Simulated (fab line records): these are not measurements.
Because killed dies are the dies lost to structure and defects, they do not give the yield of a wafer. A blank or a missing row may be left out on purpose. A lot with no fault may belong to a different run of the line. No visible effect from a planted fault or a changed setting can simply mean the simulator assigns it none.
Which tool did it? || flow nandHarc || at 1 step of a route of 1302, 24 lots with 72 wafers sampled

## WHAT THE GAUGES READ, wafer by wafer
NHARC_A_ONON_D2_THK_MEAS_27: measures by ellipsometry. Usual: thkNm at 1000 nm, with a standard deviation of 6.8.
{"lot": "L074", "measured": "day 13 03:49", "on": "filmMetro-02", "thkNm (nm)": "999 999 999", "flag": ""}
{"lot": "L075", "measured": "day 13 08:41", "on": "filmMetro-02", "thkNm (nm)": "993 994 994", "flag": ""}
{"lot": "L076", "measured": "day 14 11:04", "on": "filmMetro-02", "thkNm (nm)": "987 986 989", "flag": ""}
{"lot": "L078", "measured": "day 14 11:06", "on": "filmMetro-01", "thkNm (nm)": "984 985 985", "flag": ""}
{"lot": "L077", "measured": "day 14 11:25", "on": "filmMetro-02", "thkNm (nm)": "1009 1009 1010", "flag": ""}
{"lot": "L079", "measured": "day 14 23:31", "on": "filmMetro-02", "thkNm (nm)": "1001 1002 1002", "flag": ""}
{"lot": "L080", "measured": "day 15 08:53", "on": "filmMetro-01", "thkNm (nm)": "994 994 993", "flag": ""}
{"lot": "L081", "measured": "day 15 08:54", "on": "filmMetro-02", "thkNm (nm)": "1006 1009 1009", "flag": ""}
{"lot": "L084", "measured": "day 16 07:58", "on": "filmMetro-02", "thkNm (nm)": "999 996 998", "flag": ""}
{"lot": "L082", "measured": "day 16 08:07", "on": "filmMetro-01", "thkNm (nm)": "1007 1007 1007", "flag": ""}
{"lot": "L083", "measured": "day 16 08:19", "on": "filmMetro-01", "thkNm (nm)": "1003 1006 1005", "flag": ""}
{"lot": "L086", "measured": "day 18 00:59", "on": "filmMetro-02", "thkNm (nm)": "1002 1001 1002", "flag": ""}
{"lot": "L085", "measured": "day 18 00:59", "on": "filmMetro-01", "thkNm (nm)": "1004 1005 1005", "flag": ""}
{"lot": "L087", "measured": "day 18 15:57", "on": "filmMetro-02", "thkNm (nm)": "1001 1000 998", "flag": ""}
{"lot": "L088", "measured": "day 19 01:31", "on": "filmMetro-01", "thkNm (nm)": "993 993 995", "flag": ""}
{"lot": "L089", "measured": "day 19 01:35", "on": "filmMetro-01", "thkNm (nm)": "998 997 998", "flag": ""}
{"lot": "L091", "measured": "day 19 15:11", "on": "filmMetro-02", "thkNm (nm)": "991 991 992", "flag": ""}
{"lot": "L090", "measured": "day 19 15:13", "on": "filmMetro-01", "thkNm (nm)": "1005 1005 1003", "flag": ""}
{"lot": "L093", "measured": "day 20 07:01", "on": "filmMetro-02", "thkNm (nm)": "1005 1005 1006", "flag": ""}
{"lot": "L092", "measured": "day 20 07:22", "on": "filmMetro-01", "thkNm (nm)": "998 998 999", "flag": ""}
{"lot": "L095", "measured": "day 21 11:14", "on": "filmMetro-02", "thkNm (nm)": "1014 1012 1011", "flag": ""}
{"lot": "L094", "measured": "day 21 11:16", "on": "filmMetro-01", "thkNm (nm)": "1007 1006 1008", "flag": ""}
{"lot": "L096", "measured": "day 21 18:28", "on": "filmMetro-02", "thkNm (nm)": "1006 1004 1005", "flag": ""}
{"lot": "L097", "measured": "day 22 16:11", "on": "filmMetro-02", "thkNm (nm)": "1001 999 1000", "flag": ""}

## WHAT TOOL EACH LOT RAN ON (gives the tool, then ch and the chambers of the sampled wafers, and finally the start)
No process step before these readings appears in the record.

## WHAT THE TOOLS THEMSELVES READ (means of the sampled wafers that have a number; where no wafer has one, the mark that the record gives instead)
The record holds no such reading with a usual standard deviation.

## THE ANSWER, worked out from the rows above alone
Rule: lot off if the mean of its wafers having a number is beyond 3 standard deviations from the usual mean. Also off: a lot with no number at a reading for which 4 or more lots have one. All remaining lots with rows at the step are treated as sound. Order of review: gauges by route order, followed by the tools' own readings, for which a lot's mean as printed above is used. The first step at which some lot is off is used, and at that step the reading that is off furthest; a lot without a number counts as furthest.
No lot is off at any reading shown: from this, nothing can be told.

## WHAT WAS PUT IN BY THE SIMULATOR
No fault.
